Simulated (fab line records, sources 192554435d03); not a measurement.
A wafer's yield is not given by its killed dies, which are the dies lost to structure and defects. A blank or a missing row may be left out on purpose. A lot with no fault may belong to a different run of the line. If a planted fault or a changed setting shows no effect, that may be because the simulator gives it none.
fab line records	flow n5-finfet	part 1 of 2: steps 1 to 27 of 35
record lots=5	wafers=15	last-day=19
route steps=1938 shown STI_FIN_REVEAL@209 DUMMY_GATE@212
lots untouched by any fault: they come from a run of this same line in which no faults occurred
start-h: hours from the record's first day to the start of the lot's first wafer shown	wait-h: hours since the lot's step before	" same as the row above	L1.1+2: a single row standing in for several wafers	- no value, or no start was given	* or withheld: withheld	< > ~ a bound
route shown NAME@n: a module of which the file shows steps, and the number in the route of the first	usual: mean/standard deviation of fault-free wafers	same: alike in all rows	chamber/n: place in a boat	sites: per-site readings	_std_site: their standard deviation	_edge_site: outer sites' mean less inner sites'	radius-mm: how far each site lies from the wafer's centre	mask NAME#n: copy n	behind: tool/chamber where the wafer was last shaped	hold: what put the lot on hold/how long, in hours/how the hold closed	device: names the non-switching transistor (n, p or np)	end of line: the tests these same wafers got at the end of their route	for a step that has no rows: nothing shown but its recipe	killed: the dies lost at the first sort to structure and to defects; this is not the yield of the wafer	map: a wafer's dies, marking killed ones x, the rest . and places with no die _
set.NAME: the setting as run; set.NAME@STEP: as run at that earlier step	model.NAME: the simulator's own value behind a step, which no gauge read
lots at some steps of the route; a table a step, a row a wafer
services: from which hour (start-h, from the record's first day; less than 0 if before it) a tool's chamber was out of use, for how many hours, and why
## steps
# step N5_STI_FIN_REVEAL_PRECLEAN_18
# recipe chemistry=SC2	time-s=45	temp-c=35	mix=1:1:50
# same time-s=45
lot.wafer	tool	chamber	start-h	wait-h
L076.2+3+6	wet-bench-04	3,4,5	50.23	0.0
L078.4+5+6	wet-bench-05	4,6,1	64.92	0.0
L084.2+3+5	wet-bench-05	1,2,4	99.34	0.0
L092.1+2+3	wet-bench-05	4,1,2	146.98	0.0
L094.4+5+6	wet-bench-06	1,3,5	157.80	0.0
# step N5_STI_FIN_REVEAL_SRD_28
# recipe dry=ipa-marangoni	time-s=30	temp-c=23	rinse-liquid=diw
# same time-s=30
lot.wafer	tool	chamber	start-h	wait-h
L076.2+3+6	wet-bench-04	3,4,5	50.26	0.0
L078.4+5+6	wet-bench-05	4,6,1	64.94	0.0
L084.2+3+5	wet-bench-05	1,2,4	99.36	0.0
L092.1+2+3	wet-bench-05	4,1,2	147.00	0.0
L094.4+5+6	wet-bench-06	1,3,5	157.81	0.0
# step N5_STI_FIN_REVEAL_INSPECT_13
# recipe inspect-instrument=darkfield	mode=post-clean
# usual raw-defect-count=11/4.3
lot.wafer	tool	chamber	start-h	wait-h	raw-defect-count
L076.2	defect-inspect-01	-	50.32	0.0	6
L076.3	"	-	"	"	13
L076.6	"	-	"	"	5
L078.4	defect-inspect-01	-	64.98	0.0	11
L078.5	"	-	"	"	8
L078.6	"	-	"	"	11
L084.2	defect-inspect-02	-	99.40	0.0	11
L084.3	"	-	"	"	10
L084.5	"	-	"	"	14
L092.1	defect-inspect-01	-	147.04	0.0	10
L092.2	"	-	"	"	5
L092.3	"	-	"	"	9
L094.4	defect-inspect-02	-	157.85	0.0	17
L094.5	"	-	"	"	22
L094.6	"	-	"	"	13
# step N5_DUMMY_GATE_PRECLEAN_00
# recipe chemistry=O3/DIW	time-s=60	temp-c=22	o3-ppm=10
# same time-s=60
lot.wafer	tool	chamber	start-h	wait-h
L076.2+3+6	wet-bench-03	1,3,6	50.34	0.0
L078.4+5+6	wet-bench-03	2,1,6	65.01	0.0
L084.2+3+5	wet-bench-01	3,7,6	99.43	0.0
L092.1+2+3	wet-bench-02	3,1,4	147.07	0.0
L094.4+5+6	wet-bench-03	1,4,5	157.88	0.0
# step N5_DUMMY_GATE_SRD_01
# recipe time-s=30	temp-c=23	rinse-liquid=diw	dry=ipa-marangoni
# same time-s=30
lot.wafer	tool	chamber	start-h	wait-h
L076.2+3+6	wet-bench-03	1,3,6	50.36	0.0
L078.4+5+6	wet-bench-03	2,1,6	65.02	0.0
L084.2+3+5	wet-bench-01	3,7,6	99.45	0.0
L092.1+2+3	wet-bench-02	3,1,4	147.09	0.0
L094.4+5+6	wet-bench-03	1,4,5	157.90	0.0
# step N5_DUMMY_GATE_ALD_02
# recipe material=SiO2	target-thk-a=20	temp-c=300	ald-precursor-family=BDEAS	ald-co-reactant=O2-plasma	pulse-time-s=1	pressure-torr=2
# usual chamber-pressure-Torr=2.000/0.0039	heater-power-w=477/52	precursor-pulse-height-rel=0.999/0.023
lot.wafer	tool	chamber	start-h	wait-h	chamber-pressure-Torr	heater-power-w	precursor-pulse-height-rel
L076.2	ald-sin-04	0	50.41	0.0	1.993	405	0.973
L076.3	"	1	"	"	2.002	442	0.990
L076.6	"	0	"	"	2.001	409	0.988
L078.4	ald-sin-04	0	65.08	0.0	1.994	407	1.035
L078.5	"	1	"	"	2.000	437	0.954
L078.6	"	2	"	"	1.999	451	1.006
L084.2	ald-sin-01	0	99.49	0.0	2.000	549	1.063
L084.3	"	2	"	"	2.002	471	0.976
L084.5	"	1	"	"	1.991	509	1.034
L092.1	ald-sin-01	1	147.23	0.1	1.996	506	1.004
L092.2	"	0	"	"	1.996	520	0.983
L092.3	"	2	"	"	2.002	467	1.036
L094.4	ald-sin-04	0	158.08	0.2	2.002	403	1.001
L094.5	"	1	"	"	1.999	439	0.996
L094.6	"	0	"	"	2.004	410	1.002
# step N5_DUMMY_GATE_CVD_03
# recipe material=a-Si	target-thk-a=1500	temp-c=530	precursor=SiH4	time-s=8042
# usual spike-tc-lower-C=530.6/1
# same time-s=8042
lot.wafer	tool	chamber	start-h	wait-h	spike-tc-lower-C
L076.2	lpcvd-01	1/70	51.86	1.4	531.8
L076.3	"	1/75	"	"	531.8
L076.6	"	1/89	"	"	531.8
L078.4	lpcvd-01	1/54	65.18	0.1	531.3
L078.5	"	1/59	"	"	531.3
L078.6	"	1/64	"	"	531.3
L084.2	lpcvd-02	0/45	99.60	0.1	530.9
L084.3	"	0/50	"	"	530.9
L084.5	"	0/59	"	"	530.9
L092.1	lpcvd-02	1/40	150.99	3.7	529.8
L092.2	"	1/45	"	"	529.8
L092.3	"	1/50	"	"	529.8
L094.4	lpcvd-02	1/79	158.92	0.8	529.3
L094.5	"	1/84	"	"	529.3
L094.6	"	1/89	"	"	529.3
# step N5_DUMMY_GATE_PRECLEAN_46
# recipe chemistry=DIW	time-s=89.5	temp-c=23
# same time-s=89.5
lot.wafer	tool	chamber	start-h	wait-h
L076.2+3+6	wet-bench-02	3,6,4	57.36	0.0
L078.4+5+6	wet-bench-02	2,5,0	70.70	0.0
L084.2+3+5	wet-bench-01	6,0,2	103.27	0.0
L092.1+2+3	wet-bench-01	5,6,4	154.68	0.0
L094.4+5+6	wet-bench-02	6,5,4	162.60	0.0
# step N5_DUMMY_GATE_SRD_47
# recipe dry-time-s=32	dry=n2-spin	spin-rpm=1500
# usual spin-rpm=1500.0/0.76
lot.wafer	tool	chamber	start-h	wait-h	spin-rpm
L076.2	wet-bench-02	3	57.39	0.0	1500.6
L076.3	"	6	"	"	1500.2
L076.6	"	4	"	"	1499.7
L078.4	wet-bench-02	2	70.73	0.0	1499.8
L078.5	"	5	"	"	1500.4
L078.6	"	0	"	"	1498.8
L084.2	wet-bench-01	6	103.30	0.0	1501.1
L084.3	"	0	"	"	1499.8
L084.5	"	2	"	"	1500.3
L092.1	wet-bench-01	5	154.71	0.0	1499.8
L092.2	"	6	"	"	1499.4
L092.3	"	4	"	"	1500.5
L094.4	wet-bench-02	6	162.62	0.0	1499.0
L094.5	"	5	"	"	1500.0
L094.6	"	4	"	"	1501.7
# step N5_DUMMY_GATE_CMP_04
# recipe material=a-Si	post-cmp-clean=alkaline-brush
# usual motor-current-A=9.7/0.94	retaining-ring-pressure-frac=1.000/0.0051	time-to-endpoint-s=13.6/2.1
lot.wafer	tool	chamber	start-h	wait-h	motor-current-A	retaining-ring-pressure-frac	time-to-endpoint-s
L076.2	cmp-04	0	57.49	0.1	8.7	1.002	14.2
L076.3	"	1	"	"	10.0	1.000	11.3
L076.6	"	2	"	"	9.6	0.997	12.6
L078.4	cmp-04	3	70.76	0.0	11.2	1.002	17.8
L078.5	"	3	"	"	11.2	1.001	16.8
L078.6	"	0	"	"	8.3	0.991	16.2
L084.2	cmp-01	0	103.40	0.1	9.1	0.995	12.4
L084.3	"	1	"	"	10.3	1.007	11.3
L084.5	"	2	"	"	9.3	0.998	9.2
L092.2	cmp-01	1	154.78	0.1	10.2	1.004	15.1
L092.1	"	2	"	"	9.6	1.000	10.8
L092.3	"	3	"	"	8.7	1.001	16.1
L094.4	cmp-01	2	162.66	0.0	9.3	1.000	13.3
L094.6	"	2	"	"	8.8	0.999	11.6
L094.5	"	3	"	"	8.5	1.000	18.1
# step N5_DUMMY_GATE_THK_MEAS_05
# usual thk-nm=72.2/0.86
lot.wafer	tool	chamber	start-h	wait-h	thk-nm
L076.2	film-metro-02	-	57.67	0.1	72.0
L076.3	"	-	"	"	71.3
L076.6	"	-	"	"	72.2
L078.4	film-metro-02	-	71.00	0.2	73.7
L078.5	"	-	"	"	73.5
L078.6	"	-	"	"	73.0
L084.2	film-metro-02	-	103.58	0.1	71.1
L084.3	"	-	"	"	72.2
L084.5	"	-	"	"	71.4
L092.1	film-metro-02	-	154.99	0.1	72.6
L092.2	"	-	"	"	72.3
L092.3	"	-	"	"	73.5
L094.4	film-metro-02	-	162.90	0.2	72.0
L094.5	"	-	"	"	73.9
L094.6	"	-	"	"	71.3
# step N5_DUMMY_GATE_HM_DEP_06
# recipe material=SiNx	target-thk-a=800	precursor=DCS/NH3	temp-c=700	pressure-mtorr=300	time-s=5141
# usual spike-tc-lower-C=701.0/0.95
# same time-s=5141
lot.wafer	tool	chamber	start-h	wait-h	spike-tc-lower-C
L076.2	lpcvd-02	1/95	57.69	0.0	700.0
L076.3	"	1/100	"	"	700.0
L076.6	"	1/114	"	"	700.0
L078.4	lpcvd-01	0/104	71.03	0.0	702.3
L078.5	"	0/109	"	"	702.3
L078.6	"	0/114	"	"	702.3
L084.2	lpcvd-01	1/70	103.60	0.0	701.2
L084.3	"	1/75	"	"	701.2
L084.5	"	1/84	"	"	701.2
L092.1	lpcvd-02	1/65	155.01	0.0	700.1
L092.2	"	1/70	"	"	700.1
L092.3	"	1/75	"	"	700.1
L094.4	lpcvd-01	0/29	162.93	0.0	702.3
L094.5	"	0/34	"	"	702.3
L094.6	"	0/39	"	"	702.3
# step N5_DUMMY_GATE_PECVD_30
# recipe material=SiO2	target-thk-a=550	temp-c=400	precursor=TEOS/O2	pressure-torr=6.5	rf-w=withheld	teos-flow-sccm=withheld	gas=O2	flow-sccm=2650	time-s=10.8
# usual chamber-pressure-Torr=6.503/0.014
# same time-s=10.8
lot.wafer	tool	chamber	start-h	wait-h	chamber-pressure-Torr
L076.2	pecvd-01	2	61.64	0.0	6.532
L076.3	"	2	"	"	6.519
L076.6	"	1	"	"	6.518
L078.4	pecvd-03	0	76.95	0.1	6.515
L078.5	"	0	"	"	6.524
L078.6	"	1	"	"	6.506
L084.2	pecvd-01	2	107.55	0.0	6.487
L084.3	"	2	"	"	6.464
L084.5	"	2	"	"	6.502
L092.1	pecvd-02	2	158.96	0.0	6.522
L092.2	"	0	"	"	6.513
L092.3	"	1	"	"	6.510
L094.4	pecvd-02	0	168.85	0.1	6.489
L094.5	"	1	"	"	6.500
L094.6	"	2	"	"	6.516
# step N5_DUMMY_GATE_COAT_34
# recipe resist=SOC	temp-c=250	time-s=60	spin-rpm=1500	resist-thk-nm=60
# same time-s=60
lot.wafer	tool	chamber	start-h	wait-h
L076.2+3+6	litho-track-04	0	61.71	0.1
L078.4+5+6	litho-track-01	0	77.01	0.0
L084.2+3+5	litho-track-01	0	107.62	0.1
L092.1+2+3	litho-track-01	0	159.01	0.0
L094.4+5+6	litho-track-01	0	168.89	0.0
# step N5_DUMMY_GATE_COAT_35
# recipe resist=SiARC	temp-c=220	time-s=60	spin-rpm=1500	resist-thk-nm=10
# same time-s=60
lot.wafer	tool	chamber	start-h	wait-h
L076.2+3+6	litho-track-04	0	-	-
L078.4+5+6	litho-track-01	0	-	-
L084.2+3+5	litho-track-01	0	-	-
L092.1+2+3	litho-track-01	0	-	-
L094.4+5+6	litho-track-01	0	-	-
# step N5_DUMMY_GATE_COAT_28
# recipe resist=underlayer	temp-c=205	time-s=60	spin-rpm=1500	resist-thk-nm=10
# same time-s=60
lot.wafer	tool	chamber	start-h	wait-h
L076.2+3+6	litho-track-04	0	-	-
L078.4+5+6	litho-track-01	0	-	-
L084.2+3+5	litho-track-01	0	-	-
L092.1+2+3	litho-track-01	0	-	-
L094.4+5+6	litho-track-01	0	-	-
# step N5_DUMMY_GATE_COAT_09
# recipe resist=CAR-EUV	spin-rpm=1500	resist-thk-nm=30
lot.wafer	tool	chamber	start-h	wait-h
L076.2+3+6	litho-track-04	0	-	-
L078.4+5+6	litho-track-01	0	-	-
L084.2+3+5	litho-track-01	0	-	-
L092.1+2+3	litho-track-01	0	-	-
L094.4+5+6	litho-track-01	0	-	-
# step N5_DUMMY_GATE_EBR_11
# recipe solvent=PGMEA	ebr-width-mm=1.5
lot.wafer	tool	chamber	start-h	wait-h
L076.2+3+6	litho-track-04	0	-	-
L078.4+5+6	litho-track-01	0	-	-
L084.2+3+5	litho-track-01	0	-	-
L092.1+2+3	litho-track-01	0	-	-
L094.4+5+6	litho-track-01	0	-	-
# step N5_DUMMY_GATE_SOFTBAKE_10
# recipe temp-c=110	time-s=60	resist=CAR-EUV
# same time-s=60
lot.wafer	tool	chamber	start-h	wait-h
L076.2+3+6	litho-track-04	0	-	-
L078.4+5+6	litho-track-01	0	-	-
L084.2+3+5	litho-track-01	0	-	-
L092.1+2+3	litho-track-01	0	-	-
L094.4+5+6	litho-track-01	0	-	-
# step N5_DUMMY_GATE_EXPOSE_12
# recipe mask-id=GATE	na=0.33	source-shape=annular	sigma-inner=0.2	sigma-outer=0.6	polarization=unpolarized	target-cd-nm=25	dose-mj=34
lot.wafer	tool	chamber	start-h	wait-h	mask
L076.2+3+6	euv-scanner-01	0	61.98	-	GATE#0
L078.4+5+6	euv-scanner-02	0	77.29	-	GATE#0
L084.2+3+5	euv-scanner-02	0	107.89	-	GATE#0
L092.1+2+3	euv-scanner-02	0	159.15	-	GATE#0
L094.4+5+6	euv-scanner-02	0	169.05	-	GATE#0
# step N5_DUMMY_GATE_PEB_13
# recipe peb-temp-c=100	peb-time-s=60	resist=CAR-EUV
lot.wafer	tool	chamber	start-h	wait-h
L076.2+3+6	litho-track-04	0	62.03	0.0
L078.4+5+6	litho-track-04	0	77.33	0.0
L084.2+3+5	litho-track-04	0	107.94	0.0
L092.1+2+3	litho-track-04	0	159.21	0.1
L094.4+5+6	litho-track-03	0	169.09	0.0
# step N5_DUMMY_GATE_DEVELOP_14
# recipe develop-time-s=30	developer=TMAH	resist=CAR-EUV	rinse-liquid=surfactant-rinse	dry=air-spin	dev-temp-c=23
lot.wafer	tool	chamber	start-h	wait-h
L076.2+3+6	litho-track-04	0	-	-
L078.4+5+6	litho-track-04	0	-	-
L084.2+3+5	litho-track-04	0	-	-
L092.1+2+3	litho-track-04	0	-	-
L094.4+5+6	litho-track-03	0	-	-
# step N5_DUMMY_GATE_CD_MEAS_15
# recipe target-cd-nm=25.8	landing-energy-ev=500	detector=se-inlens
# usual cd-nm=25.07/0.24
lot.wafer	tool	chamber	start-h	wait-h	cd-nm
L076.2	cd-sem-02	0	62.10	-	25.20
L076.3	"	0	"	"	25.50
L076.6	"	0	"	"	25.26
L078.4	cd-sem-01	0	77.41	-	25.24
L078.5	"	0	"	"	25.27
L078.6	"	0	"	"	25.07
L084.2	cd-sem-02	0	108.01	-	24.74
L084.3	"	0	"	"	25.12
L084.5	"	0	"	"	24.97
L092.1	cd-sem-01	0	159.28	-	25.37
L092.2	"	0	"	"	24.80
L092.3	"	0	"	"	24.76
L094.4	cd-sem-02	0	169.17	-	25.13
L094.5	"	0	"	"	25.27
L094.6	"	0	"	"	24.63
# step N5_DUMMY_GATE_OVL_MEAS_16
# recipe points-per-wafer=522
# usual GATE_OVL=0.3/0.76
lot.wafer	tool	chamber	start-h	wait-h	GATE_OVL[nm]
L076.2	overlay-01	0	62.14	0.0	1.5
L076.3	"	0	"	"	0.7
L076.6	"	0	"	"	2.7
L078.4	overlay-02	0	77.45	0.0	0.6
L078.5	"	0	"	"	0.3
L078.6	"	0	"	"	0.5
L084.2	overlay-02	0	108.05	0.0	-0.3
L084.3	"	0	"	"	-0.4
L084.5	"	0	"	"	0.3
L092.1	overlay-01	0	159.32	0.0	0.8
L092.2	"	0	"	"	1.0
L092.3	"	0	"	"	1.0
L094.4	overlay-02	0	169.22	0.0	1.1
L094.5	"	0	"	"	0.0
L094.6	"	0	"	"	0.9
# step N5_DUMMY_GATE_INSPECT_17
# recipe mode=adi	inspect-instrument=brightfield
# usual raw-defect-count=197/52
lot.wafer	tool	chamber	start-h	wait-h	raw-defect-count
L076.2	defect-inspect-01	-	62.20	0.0	93
L076.3	"	-	"	"	140
L076.6	"	-	"	"	113
L078.4	defect-inspect-02	-	77.50	0.0	173
L078.5	"	-	"	"	265
L078.6	"	-	"	"	296
L084.2	defect-inspect-01	-	108.11	0.0	182
L084.3	"	-	"	"	220
L084.5	"	-	"	"	144
L092.1	defect-inspect-02	-	159.37	0.1	230
L092.2	"	-	"	"	214
L092.3	"	-	"	"	168
L094.4	defect-inspect-02	-	169.26	0.0	169
L094.5	"	-	"	"	147
L094.6	"	-	"	"	214
# step N5_DUMMY_GATE_DESCUM_20
# recipe chemistry=O2	time-s=6.2	source-power-w=50	bias-power-w=20	pressure-mtorr=20	rf-frequency-hz=2.712e+07	temp-c=40	resist=CAR-EUV	o2-flow-sccm=225
# usual drypump-motor-current-A=5.8/0.38	oes-product-au=0.77/0.065	rf-vpp-V=243.3/1.4	showerhead-plenum-p-Torr=2.10/0.073	throttle-valve-pct=20.59/0.19
# same time-s=6.2
lot.wafer	tool	chamber	start-h	wait-h	drypump-motor-current-A	oes-product-au	rf-hours-counter-h	rf-vpp-V	showerhead-plenum-p-Torr	throttle-valve-pct
L076.2	rie-diel-01	2	62.23	0.0	5.5	0.76	130	243.9	2.18	20.67
L076.3	"	3	"	"	6.4	0.76	146	242.5	1.99	20.41
L076.6	"	2	"	"	5.5	0.75	-	245.5	2.18	20.69
L078.4	rie-diel-03	1	77.59	0.1	5.9	0.72	225	241.0	1.97	20.77
L078.5	"	1	"	"	5.9	0.71	-	241.4	1.97	20.77
L078.6	"	2	"	"	5.3	0.80	-	242.4	2.11	20.72
L084.2	rie-diel-02	1	108.14	0.0	5.6	0.76	164	245.5	2.18	20.69
L084.3	"	2	"	"	5.6	0.74	172	243.8	2.06	20.56
L084.5	"	0	"	"	5.8	0.90	-	244.0	2.06	20.04
L092.1	rie-diel-01	0	159.41	0.0	5.7	0.72	182	243.1	2.10	20.79
L092.2	"	3	"	"	6.4	0.74	177	242.0	1.98	20.44
L092.3	"	1	"	"	6.0	0.74	176	241.2	2.08	20.66
L094.4	rie-diel-01	0	169.29	0.0	5.7	0.72	184	242.2	2.10	20.79
L094.5	"	0	"	"	5.7	0.71	-	241.3	2.10	20.77
L094.6	"	3	"	"	6.5	0.73	-	242.9	1.98	20.44
# step N5_DUMMY_GATE_ETCH_29
# recipe chemistry=N2/H2	target=underlayer	target-depth-a=130	ion-energy-ev=200	pressure-mtorr=30	source-w=840	bias-w=150	n2-flow-sccm=200	h2-flow-sccm=200
# usual drypump-motor-current-A=5.8/0.38	n2-flow-sccm=200.0/0.58	oes-product-au=0.77/0.064	rf-vpp-V=524.1/2.5	showerhead-plenum-p-Torr=2.55/0.082	throttle-valve-pct=18.09/0.19
lot.wafer	tool	chamber	start-h	wait-h	drypump-motor-current-A	n2-flow-sccm	oes-product-au	rf-hours-counter-h	rf-vpp-V	showerhead-plenum-p-Torr	throttle-valve-pct
L076.2	rie-diel-01	2	62.30	0.0	5.5	200.3	0.77	130	527.8	2.66	18.17
L076.3	"	3	"	"	6.4	200.7	0.77	146	522.2	2.45	18.03
L076.6	"	2	"	"	5.5	200.0	0.78	-	527.2	2.66	18.18
L078.4	rie-diel-03	1	77.65	0.0	5.9	199.3	0.72	225	520.3	2.40	18.35
L078.5	"	1	"	"	5.9	199.7	0.72	-	520.9	2.40	18.35
L078.6	"	2	"	"	5.3	200.1	0.79	-	524.4	2.54	18.00
L084.2	rie-diel-02	1	108.20	0.0	5.6	200.1	0.73	164	527.3	2.65	18.12
L084.3	"	2	"	"	5.7	200.0	0.75	172	523.2	2.53	18.16
L084.5	"	0	"	"	5.8	198.8	0.89	-	521.1	2.50	17.50
L092.1	rie-diel-01	0	159.47	0.0	5.7	201.2	0.72	182	523.8	2.54	18.19
L092.2	"	3	"	"	6.4	200.0	0.75	177	520.5	2.43	18.07
L092.3	"	1	"	"	6.0	199.9	0.75	176	524.6	2.54	18.24
L094.4	rie-diel-01	0	169.36	0.0	5.8	199.9	0.72	184	523.5	2.54	18.19
L094.5	"	0	"	"	5.7	199.7	0.72	-	523.3	2.54	18.19
L094.6	"	3	"	"	6.5	200.6	0.74	-	520.0	2.43	18.08
